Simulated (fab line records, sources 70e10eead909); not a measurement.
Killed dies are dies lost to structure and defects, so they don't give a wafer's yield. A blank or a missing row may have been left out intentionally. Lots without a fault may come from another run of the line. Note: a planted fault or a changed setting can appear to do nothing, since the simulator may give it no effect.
fab line records    flow nand-harc    part 2 of 2: steps 28 to 36 of 36
record lots=5  wafers=15  last-day=34
route steps=1302 shown P_GATE@121
lots with no fault: from the same line, run without faults
start-h: hours from the record's first day to the start of the lot's first wafer shown    wait-h: hours from the lot's prior step to this one    " repeats the value in the row above    L1.1+2: a row that stands for several wafers    - no value, or no start given    * or withheld: withheld    < > ~ a bound
route shown NAME@n: a module of which the file shows steps, and the number in the route of the first    usual: mean and standard deviation over wafers with no fault    same: alike in all rows    chamber/n: place in a boat    sites: per-site readings    _std_site: the standard deviation of these    _edge_site: outer sites' mean less inner sites'    radius-mm: for every site, how far away it sits from the centre of the wafer    mask NAME#n: copy n    behind: the most recent tool/chamber to have shaped the wafer    hold: why the lot went on hold/how many hours it stayed there/how the hold came to an end    device: whichever transistor did not switch (one of n, p or np)    end of line: the tests these same wafers got at the end of their route    step lacking rows: just its recipe    killed: count of dies lost to structure and defects at first sort (not the wafer's yield)    map: per-die view of a wafer (x killed, . not killed, _ where there is no die)
set.NAME: the setting the step ran with; set.NAME@STEP: the setting that earlier step ran with    model.NAME: the simulator's own value behind a step, which no gauge read
lots seen at some steps along the route; tables by step, rows by wafer
services: the hour from which a tool's chamber was out of use, counted from the record's first day as start-h (under 0 if before that day), plus the number of hours and why
## steps
# step NHARC_P_GATE_ETCH_114
# recipe target-depth-a=300  overetch-a=30  time-s=16.5  ion-energy-ev=100  cf4-flow-sccm=80  o2-flow-sccm=20  ar-flow-sccm=0  rf-w=300  bias-w=100  chemistry=CF4/O2
# usual drypump-motor-current-A=5.6/0.36  oes-product-au=1.002/0.011  rf-vpp-V=198.8/1.3  showerhead-plenum-p-Torr=1.38/0.053  throttle-valve-pct=13.396/0.01
lot.wafer  tool         chamber  start-h  wait-h  drypump-motor-current-A  oes-product-au  rf-hours-counter-h  rf-vpp-V  showerhead-plenum-p-Torr  throttle-valve-pct
L075.4     rie-diel-06  0        -        -       5.0                      1.006           7.2                 197.9     1.38                      13.409
L075.3     "            2        "        "       5.5                      0.997           5.5                 198.8     1.40                      13.381
L075.5     "            3        "        "       5.6                      1.004           -                   198.9     1.43                      13.401
L078.4     rie-diel-03  1        -        -       5.4                      1.008           0.2                 199.5     1.36                      13.397
L078.3     "            3        "        "       5.7                      0.978           0.2                 199.9     1.44                      13.404
L078.5     "            2        "        "       5.4                      0.988           -                   196.5     1.31                      13.385
L086.4     rie-diel-11  2        -        -       5.1                      1.000           7.5                 200.0     1.43                      13.394
L086.1     "            3        "        "       5.5                      1.009           11.3                198.3     1.29                      13.399
L086.6     "            1        "        "       5.9                      1.001           -                   199.2     1.41                      13.380
L095.4     rie-diel-11  0        -        -       5.8                      0.994           2.4                 195.8     1.29                      13.390
L095.2     "            2        "        "       5.1                      0.984           3.3                 199.9     1.43                      13.386
L095.6     "            3        "        "       5.6                      1.009           -                   198.6     1.29                      13.382
L097.1     rie-diel-03  3        -        -       5.7                      0.984           2.2                 198.3     1.43                      13.412
L097.2     "            1        "        "       5.4                      0.997           2.2                 197.7     1.36                      13.419
L097.5     "            3        "        "       5.7                      0.993           -                   199.2     1.43                      13.397
# step NHARC_P_GATE_ETCH_32
# recipe target-depth-a=1500  over-etch-frac=1  over-etch-ion-energy-ev=40  time-s=100.1  hbr-flow-sccm=150  cl2-flow-sccm=50  rf-w=400  icp-w=400  bias-w=100  chemistry=HBr/Cl2
# usual drypump-motor-current-A=5.7/0.38  mfc-cl2-sccm=50.03/0.16  oes-product-au=0.998/0.013  throttle-valve-pct=26.406/0.0092
lot.wafer  tool       chamber  start-h  wait-h  drypump-motor-current-A  mfc-cl2-sccm  oes-product-au  rf-hours-counter-h  throttle-valve-pct
L075.4     rie-si-04  1        105.78   -       5.5                      50.14         0.990           0.8                 26.406
L075.3     "          2        "        "       6.2                      50.05         1.018           0.6                 26.386
L075.5     "          0        "        "       5.2                      49.97         0.984           -                   26.397
L078.3     rie-si-02  3        131.00   -       6.2                      49.88         0.990           0.2                 26.406
L078.4     "          1        "        "       5.3                      50.22         1.017           0.1                 26.407
L078.5     "          3        "        "       6.1                      50.04         0.989           -                   26.412
L086.1     rie-si-02  2        214.75   -       5.7                      50.15         0.992           0.6                 26.407
L086.4     "          3        "        "       6.2                      49.85         0.980           0.7                 26.407
L086.6     "          1        "        "       5.3                      49.89         1.007           -                   26.411
L095.4     rie-si-02  2        312.83   -       5.7                      50.08         1.003           0.1                 26.402
L095.2     "          3        "        "       6.1                      50.13         0.996           0.2                 26.409
L095.6     "          2        "        "       5.7                      50.37         0.988           -                   26.425
L097.2     rie-si-04  2        330.30   -       6.2                      50.13         1.017           1.0                 26.405
L097.1     "          0        "        "       5.2                      50.03         0.983           1.0                 26.404
L097.5     "          3        "        "       5.4                      50.21         1.007           -                   26.409
# step NHARC_P_GATE_STRIP_108
# recipe o2-flow-sccm=500  ar-flow-sccm=0  bias-w=0  chemistry=O2
# usual drypump-motor-current-A=5.6/0.38  oes-product-au=0.999/0.011  rf-vpp-V=57.9/0.96  showerhead-plenum-p-Torr=3.62/0.15  throttle-valve-pct=17.035/0.0085
lot.wafer  tool         chamber  start-h  wait-h  drypump-motor-current-A  oes-product-au  rf-hours-counter-h  rf-vpp-V  showerhead-plenum-p-Torr  throttle-valve-pct
L075.4     rie-diel-06  0        105.91   -       5.1                      1.019           7                   57.5      3.65                      17.026
L075.3     "            1        "        "       6.1                      1.001           7                   56.8      3.74                      17.036
L075.5     "            1        "        "       6.1                      1.020           -                   57.7      3.74                      17.027
L078.4     rie-diel-03  2        131.18   -       5.5                      0.984           0                   58.7      3.46                      17.044
L078.3     "            0        "        "       6.4                      0.992           0                   57.0      3.40                      17.035
L078.5     "            2        "        "       5.5                      0.979           -                   58.1      3.46                      17.026
L086.4     rie-diel-06  1        214.92   -       6.1                      1.000           5                   59.0      3.74                      17.023
L086.1     "            2        "        "       5.4                      0.999           4                   58.7      3.70                      17.022
L086.6     "            3        "        "       5.6                      1.003           -                   56.6      3.76                      17.020
L095.2     rie-diel-03  2        312.99   -       5.5                      0.999           1                   57.1      3.45                      17.024
L095.4     "            1        "        "       5.4                      1.004           2                   57.8      3.60                      17.047
L095.6     "            3        "        "       5.6                      1.000           -                   59.3      3.78                      17.034
L097.2     rie-diel-06  3        330.48   -       5.6                      1.009           1                   57.7      3.75                      17.034
L097.1     "            1        "        "       6.0                      0.994           1                   56.6      3.74                      17.040
L097.5     "            3        "        "       5.6                      1.006           -                   57.2      3.75                      17.041
# step NHARC_P_GATE_CD_MEAS_33
# usual cd-nm=120.4/2.6
lot.wafer  tool       chamber  start-h  wait-h  cd-nm
L075.3     cd-sem-02  -        106.09   -       122.3
L075.4     "          -        "        "       118.1
L075.5     "          -        "        "       119.2
L078.3     cd-sem-01  -        131.34   -       121.5
L078.4     "          -        "        "       116.9
L078.5     "          -        "        "       118.3
L086.1     cd-sem-02  -        215.06   -       119.3
L086.4     "          -        "        "       118.6
L086.6     "          -        "        "       118.8
L095.2     cd-sem-02  -        313.17   -       117.7
L095.4     "          -        "        "       120.5
L095.6     "          -        "        "       115.9
L097.1     cd-sem-02  -        330.64   -       116.9
L097.2     "          -        "        "       126.1
L097.5     "          -        "        "       120.3
# step NHARC_P_GATE_STRIP_35
# recipe time-s=600  temp-c=130  chemistry=SPM
lot.wafer   tool          chamber  start-h  wait-h
L075.3+4+5  wet-bench-07  1,3,6    106.17   0.1
L078.4+5+3  wet-bench-05  2,4,5    131.43   0.1
L086.6+4+1  wet-bench-07  2,3,4    215.14   0.1
L095.4+6+2  wet-bench-01  4,5,6    313.25   0.1
L097.1+2+5  wet-bench-01  1,3,4    330.74   0.1
# step NHARC_P_GATE_PRECLEAN_73
# recipe time-s=*  temp-c=50  bath-age-min=0  chemistry=SC1
lot.wafer   tool          chamber  start-h  wait-h
L075.3+4+5  wet-bench-07  1,3,6    -        -
L078.4+5+3  wet-bench-05  2,4,5    -        -
L086.6+4+1  wet-bench-07  2,3,4    -        -
L095.4+6+2  wet-bench-01  4,5,6    -        -
L097.1+2+5  wet-bench-01  1,3,4    -        -
# step NHARC_P_GATE_SRD_74
lot.wafer   tool          chamber  start-h  wait-h
L075.3+4+5  wet-bench-07  1,3,6    -        -
L078.4+5+3  wet-bench-05  2,4,5    -        -
L086.6+4+1  wet-bench-07  2,3,4    -        -
L095.4+6+2  wet-bench-01  4,5,6    -        -
L097.1+2+5  wet-bench-01  1,3,4    -        -
# step NHARC_P_GATE_ALD_36
# recipe target-thk-a=200  pulse-time-s=60  ald-cycles=223  temp-c=400  material=SiNx
# usual heater-power-w=856/88  precursor-pulse-height-rel=0.998/0.019  susceptor-temp-C=400.04/0.2
# same ald-cycles=223
lot.wafer  tool        chamber  start-h  wait-h  heater-power-w  precursor-pulse-height-rel  susceptor-temp-C
L075.3     ald-sin-02  2        108.73   -       922             1.010                       399.81
L075.4     "           3        109.78   -       756             0.981                       400.20
L075.5     "           0        110.84   -       869             1.048                       400.49
L078.3     ald-sin-01  2        131.81   -       867             0.990                       399.77
L078.4     "           0        137.34   -       1037            1.039                       400.17
L078.5     "           1        138.73   -       901             0.987                       400.11
L086.1     ald-sin-02  0        215.52   -       895             0.995                       399.99
L086.4     "           1        216.59   -       701             0.966                       399.89
L086.6     "           1        220.88   -       705             1.029                       400.29
L095.4     ald-sin-02  0        313.62   -       862             0.987                       400.21
L095.2     "           3        316.85   -       787             0.972                       399.99
L095.6     "           0        317.92   -       863             1.002                       400.25
L097.2     ald-sin-02  0        332.17   -       886             1.049                       400.11
L097.1     "           1        333.23   -       709             1.021                       399.95
L097.5     "           0        336.42   -       881             1.030                       399.70
# step NHARC_P_GATE_ETCHBACK_37
# recipe target-depth-a=345  time-s=17.2  chf3-flow-sccm=50  o2-flow-sccm=10  ar-flow-sccm=200  rf-w=500  bias-w=200  chemistry=CHF3/O2
# usual drypump-motor-current-A=5.6/0.38  oes-product-au=0.939/0.03  rf-vpp-V=371.9/2.4  showerhead-plenum-p-Torr=2.46/0.11  throttle-valve-pct=20.572/0.0096
lot.wafer  tool         chamber  start-h  wait-h  drypump-motor-current-A  oes-product-au  rf-hours-counter-h  rf-vpp-V  showerhead-plenum-p-Torr  throttle-valve-pct
L075.4     rie-diel-11  3        -        -       5.5                      0.956           3                   370.6     2.33                      20.563
L075.3     "            0        "        "       5.8                      0.949           2                   369.1     2.33                      20.551
L075.5     "            1        "        "       5.9                      0.966           -                   375.5     2.54                      20.569
L078.3     rie-diel-11  2        -        -       5.1                      0.982           5                   373.3     2.58                      20.582
L078.4     "            3        "        "       5.5                      0.999           5                   368.8     2.33                      20.567
L078.5     "            2        "        "       5.1                      0.984           -                   374.1     2.57                      20.561
L086.4     rie-diel-11  1        -        -       5.9                      0.930           12                  373.3     2.54                      20.579
L086.1     "            3        "        "       5.5                      0.937           12                  367.3     2.33                      20.578
L086.6     "            1        "        "       6.0                      0.925           -                   373.5     2.54                      20.587
L095.4     rie-diel-11  0        -        -       5.8                      0.917           3                   369.0     2.33                      20.574
L095.2     "            2        "        "       5.1                      0.916           4                   373.8     2.57                      20.580
L095.6     "            1        "        "       5.9                      0.914           -                   373.4     2.53                      20.566
L097.1     rie-diel-11  3        -        -       5.5                      0.937           5                   368.7     2.33                      20.574
L097.2     "            2        "        "       5.1                      0.917           5                   373.7     2.57                      20.566
L097.5     "            0        "        "       5.8                      0.936           -                   370.3     2.33                      20.573
## services
tool            chamber  start-h  hours  kind
rie-diel-11     -        78.50    9.0    pm
wet-bench-01    -        96.03    5.2    repair
wet-bench-01    -        101.64   8.0    pm
rie-diel-03     -        104.31   9.0    pm
rie-diel-06     -        130.20   9.0    pm
rie-diel-11     2        147.25   22.2   repair
litho-track-01  -        155.00   7.0    pm
rie-diel-03     1        155.32   20.9   repair
wet-bench-07    -        160.00   8.0    pm
rie-diel-06     0        172.58   21.5   repair
litho-track-06  -        179.00   7.0    pm
litho-track-04  -        203.01   7.0    pm
rie-diel-06     -        207.70   0.2    repair
rie-diel-11     -        212.22   1.4    repair
rie-diel-03     2        219.51   15.7   repair
rie-diel-03     -        219.99   0.7    repair
rie-diel-11     0        242.51   3.7    repair
rie-diel-11     -        255.50   9.0    pm
rie-diel-06     0        268.43   4.0    repair
wet-bench-01    -        277.64   8.0    pm
rie-diel-03     -        281.31   9.0    pm
rie-diel-06     -        307.20   9.0    pm
wet-bench-07    -        331.17   8.5    repair
wet-bench-07    -        339.71   8.0    pm
